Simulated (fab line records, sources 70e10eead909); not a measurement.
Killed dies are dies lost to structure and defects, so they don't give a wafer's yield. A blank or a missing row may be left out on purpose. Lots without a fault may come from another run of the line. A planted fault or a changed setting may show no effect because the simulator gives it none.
fab line records | flow nand_harc | part 2 of 2: steps 25 to 33 of 33
record lots=5 wafers=15 last_day=24
route steps=1159 shown A_SGD_CUT@763 A_SLIT@779
lots that met no fault: from a run of the same line without faults
start_h: hours from the record's first day to the start of the lot's first wafer shown | wait_h: hours since the lot's step before | " the same as in the row above | L1.1+2: a row that stands for several wafers | - no value, or no start given | * or withheld: withheld | < > ~ a bound
route shown NAME@n: a module of which the file shows steps, and the number in the route of the first | usual: mean/standard deviation of fault-free wafers | same: alike in all rows | chamber/n: place in a boat | sites: the reading at each site | _std_site: their standard deviation | _edge_site: outer sites' mean less inner sites' | radius_mm: how far each site lies from the wafer's centre | mask NAME#n: copy n | behind: the tool/chamber that last shaped the wafer | hold: why the lot was held/for how many hours/how that ended | device: the transistor (n, p or np) that didn't switch | end of line: the same wafers' tests at the end of the route | a step without rows: its recipe alone | killed: dies lost to structure and defects at the first sort, not the wafer's yield | map: a wafer's dies, x killed, . not, _ none there
set.NAME: the setting as run; set.NAME@STEP: as run at that earlier step | model.NAME: the simulator's own value behind a step, which no gauge read
lots at some steps of the route; a table a step, a row a wafer
services: from which hour (start_h, from the record's first day; less than 0 if before it) a tool's chamber was out of use, for how many hours, and why
## steps
# step NHARC_A_SLIT_EXPOSE_06
# recipe na=1.35 dose_mj=60.82 mask_id=SLIT
# columns lot.wafer tool chamber start_h wait_h mask
L074.1+4+6 arfi_scanner-01 0 332.13 - SLIT#0
L075.1+3+4 arfi_scanner-03 0 332.28 - SLIT#0
L076.3+4+5 arfi_scanner-02 0 341.98 - SLIT#0
L079.1+5+6 arfi_scanner-01 0 363.92 - SLIT#0
L095.3+4+6 arfi_scanner-03 0 453.94 - SLIT#0
# step NHARC_A_SLIT_PEB_07
# recipe peb_temp_c=100 peb_time_s=65
# columns lot.wafer tool chamber start_h wait_h
L074.1+4+6 litho_track-01 0 332.19 0.1
L075.1+3+4 litho_track-06 0 332.34 0.1
L076.3+4+5 litho_track-04 0 342.04 0.1
L079.1+5+6 litho_track-04 0 363.98 0.1
L095.3+4+6 litho_track-01 0 454.00 0.0
# step NHARC_A_SLIT_DEVELOP_08
# recipe develop_time_s=35 dev_temp_c=23
# columns lot.wafer tool chamber start_h wait_h
L074.1+4+6 litho_track-01 0 - -
L075.1+3+4 litho_track-06 0 - -
L076.3+4+5 litho_track-04 0 - -
L079.1+5+6 litho_track-04 0 - -
L095.3+4+6 litho_track-01 0 - -
# step NHARC_A_SLIT_CD_MEAS_09
# recipe target_cd_nm=300 landing_energy_ev=500
# usual cd_nm=300.2/0.41
# columns lot.wafer tool chamber start_h wait_h cd_nm
L074.1 cd_sem-01 0 332.26 - 299.6
L074.4 " 0 " " 300.3
L074.6 " 0 " " 299.8
L075.1 cd_sem-02 0 332.42 - 300.7
L075.3 " 0 " " 300.4
L075.4 " 0 " " 301.0
L076.3 cd_sem-01 0 342.12 - 300.5
L076.4 " 0 " " 300.4
L076.5 " 0 " " 300.5
L079.1 cd_sem-02 0 364.06 - 300.6
L079.5 " 0 " " 300.6
L079.6 " 0 " " 300.1
L095.3 cd_sem-03 0 454.08 - 301.1
L095.4 " 0 " " 300.7
L095.6 " 0 " " 299.9
# step NHARC_A_SLIT_OVL_MEAS_10
# usual overlay_x_nm=0.0/0.78 overlay_y_nm=0.4/0.59
# columns lot.wafer tool chamber start_h wait_h overlay_x_nm overlay_y_nm
L074.1 overlay-02 - 332.35 - -0.2 0.3
L074.4 " - " " -0.2 0.4
L074.6 " - " " 0.1 0.5
L075.1 overlay-01 - 332.51 - -0.7 0.1
L075.3 " - " " -0.1 0.1
L075.4 " - " " -0.4 0.4
L076.3 overlay-01 - 342.21 - 0.7 -0.2
L076.4 " - " " 0.7 -0.5
L076.5 " - " " 0.7 0.3
L079.1 overlay-01 - 364.15 - -0.6 0.4
L079.5 " - " " -0.1 0.6
L079.6 " - " " -0.4 0.2
L095.3 overlay-02 - 454.18 - 1.5 0.3
L095.4 " - " " 1.4 0.9
L095.6 " - " " 2.0 0.2
# step NHARC_A_SLIT_INSPECT_11
# usual raw_defect_count=21/9.9
# columns lot.wafer tool chamber start_h wait_h raw_defect_count
L074.1 defect_inspect-01 - 332.39 0.0 10
L074.4 " - " " 3
L074.6 " - " " 5
L075.1 defect_inspect-01 - 332.54 0.0 22
L075.3 " - " " 18
L075.4 " - " " 16
L076.3 defect_inspect-02 - 342.24 0.0 19
L076.4 " - " " 21
L076.5 " - " " 25
L079.1 defect_inspect-02 - 364.18 0.0 10
L079.5 " - " " 11
L079.6 " - " " 18
L095.3 defect_inspect-02 - 454.21 0.0 17
L095.4 " - " " 17
L095.6 " - " " 23
# step NHARC_A_SLIT_DESCUM_14
# recipe time_s=3 o2_flow_sccm=200 ar_flow_sccm=0 bias_power_w=0 chemistry=O2
# usual drypump_motor_current_A=5.9/0.43 oes_product_au=0.999/0.0065 rf_vpp_V=58.0/0.92 showerhead_plenum_p_Torr=1.94/0.079 throttle_valve_pct=11.310/0.0094
# columns lot.wafer tool chamber start_h wait_h drypump_motor_current_A oes_product_au rf_hours_counter_h rf_vpp_V showerhead_plenum_p_Torr throttle_valve_pct
L074.4 rie_diel-07 1 332.47 0.1 5.6 0.992 6 57.4 2.06 11.310
L074.1 " 2 " " 6.1 0.991 6 58.8 1.95 11.313
L074.6 " 0 " " 4.8 0.995 - 58.9 1.85 11.311
L075.4 rie_diel-13 1 332.61 0.1 5.6 1.008 2 56.9 1.92 11.298
L075.3 " 2 " " 5.9 0.989 3 57.9 1.79 11.303
L075.1 " 3 " " 5.8 0.996 4 57.7 2.02 11.303
L076.4 rie_diel-08 2 342.31 0.1 5.6 0.992 2 58.3 1.99 11.307
L076.3 " 0 " " 6.3 0.999 3 57.2 1.87 11.306
L076.5 " 1 " " 6.7 1.009 - 58.7 2.00 11.312
L079.1 rie_diel-07 2 364.24 0.1 6.0 1.000 8 57.7 1.95 11.308
L079.6 " 2 " " 6.0 0.991 - 58.1 1.95 11.316
L079.5 " 3 " " 5.8 0.984 - 58.9 1.94 11.323
L095.3 rie_diel-07 1 454.27 0.1 5.6 1.007 4 57.8 2.06 11.283
L095.6 " 1 " " 5.6 0.998 - 59.6 2.05 11.292
L095.4 " 3 " " 5.8 0.990 - 58.8 1.94 11.314
# step NHARC_A_SLIT_ETCH_24
# recipe target_depth_a=1210 time_s=60.5 cf4_flow_sccm=100 chf3_flow_sccm=30 ar_flow_sccm=0 rf_w=500 bias_w=200 chemistry=CF4/CHF3
# usual drypump_motor_current_A=5.9/0.45 oes_product_au=0.961/0.015 rf_vpp_V=371.4/2.4 showerhead_plenum_p_Torr=1.59/0.064 throttle_valve_pct=16.802/0.0091
# columns lot.wafer tool chamber start_h wait_h drypump_motor_current_A oes_product_au rf_hours_counter_h rf_vpp_V showerhead_plenum_p_Torr throttle_valve_pct
L074.1 rie_diel-07 1 332.54 0.1 5.6 0.966 6 374.2 1.69 16.794
L074.4 " 2 " " 6.1 0.974 6 370.9 1.61 16.803
L074.6 " 2 " " 6.1 0.971 - 371.9 1.61 16.819
L075.3 rie_diel-13 1 332.69 0.1 5.6 0.964 2 370.4 1.58 16.801
L075.1 " 2 " " 6.0 0.967 3 366.7 1.48 16.819
L075.4 " 0 " " 6.3 0.956 4 372.2 1.57 16.803
L076.4 rie_diel-08 0 342.39 0.1 6.3 0.974 3 368.9 1.54 16.811
L076.3 " 1 " " 6.6 0.970 3 373.3 1.64 16.789
L076.5 " 1 " " 6.7 0.968 - 372.5 1.64 16.811
L079.1 rie_diel-07 2 364.35 0.1 6.0 0.947 8 372.8 1.61 16.792
L079.5 " 3 " " 5.8 0.943 - 370.6 1.59 16.800
L079.6 " 0 " " 4.8 0.960 - 369.5 1.52 16.804
L095.3 rie_diel-07 3 454.38 0.1 5.8 0.951 4 371.1 1.59 16.795
L095.6 " 1 " " 5.6 0.961 - 374.4 1.68 16.805
L095.4 " 2 " " 6.1 0.967 - 372.1 1.60 16.803
# step NHARC_A_SLIT_ETCH_15
# recipe target_depth_a=32000 over_etch_frac=0.3 time_s=832 ion_energy_ev=150 o2_flow_sccm=400 cos_flow_sccm=20 ar_flow_sccm=0 rf_w=500 bias_w=300 chemistry=O2/COS
# usual drypump_motor_current_A=5.9/0.42 oes_product_au=0.999/0.0071 rf_vpp_V=314.8/1.9 showerhead_plenum_p_Torr=3.17/0.12 throttle_valve_pct=28.330/0.0096
# columns lot.wafer tool chamber start_h wait_h drypump_motor_current_A oes_product_au rf_hours_counter_h rf_vpp_V showerhead_plenum_p_Torr throttle_valve_pct
L074.4 rie_diel-07 2 - - 6.1 1.002 6 315.9 3.19 28.329
L074.1 " 0 " " 4.8 1.007 6 311.2 3.02 28.339
L074.6 " 1 " " 5.6 1.003 - 316.4 3.34 28.333
L075.3 rie_diel-13 1 - - 5.6 0.994 2 314.0 3.13 28.331
L075.1 " 2 " " 6.0 0.995 3 310.7 2.93 28.328
L075.4 " 3 " " 5.8 1.001 4 316.9 3.29 28.332
L076.3 rie_diel-08 1 - - 6.6 1.003 3 316.0 3.26 28.338
L076.4 " 2 " " 5.6 1.004 3 315.8 3.24 28.339
L076.5 " 0 " " 6.3 0.993 - 313.0 3.06 28.336
L079.1 rie_diel-07 3 - - 5.8 0.993 8 314.7 3.16 28.314
L079.5 " 2 " " 6.0 0.994 - 315.6 3.18 28.331
L079.6 " 3 " " 5.8 0.997 - 313.7 3.16 28.336
L095.3 rie_diel-07 1 - - 5.6 0.990 4 316.7 3.34 28.325
L095.4 " 1 " " 5.6 0.996 - 316.9 3.34 28.345
L095.6 " 2 " " 6.1 1.003 - 314.7 3.18 28.328
## services
# columns tool chamber start_h hours kind
rie_diel-13 2 300.98 4.1 repair
rie_diel-08 - 301.80 9.0 pm
cmp-04 - 301.81 4.0 pm
pecvd-03 2 310.87 12.3 repair
rie_diel-01 - 314.94 9.0 pm
litho_track-04 - 316.00 7.0 pm
pecvd-03 - 334.93 1.5 repair
rie_diel-07 2 343.14 2.7 repair
cmp-04 - 345.53 3.7 repair
pecvd-03 0 347.50 4.0 repair
rie_diel-11 - 366.56 9.0 pm
wet_bench-05 - 372.81 8.0 pm
rie_diel-06 2 373.06 2.2 repair
fcvd-02 - 376.00 13.0 pm
rie_diel-13 1 386.70 11.2 repair
wet_bench-01 - 389.60 8.0 pm
cmp-04 - 399.81 4.0 pm
rie_diel-07 - 405.20 9.0 pm
fcvd-02 - 412.53 0.7 repair
rie_diel-06 - 418.20 9.0 pm
rie_diel-08 3 431.68 15.6 repair
rie_diel-07 0 432.15 26.6 repair
litho_track-01 - 443.01 7.0 pm
rie_diel-01 3 444.44 8.8 repair
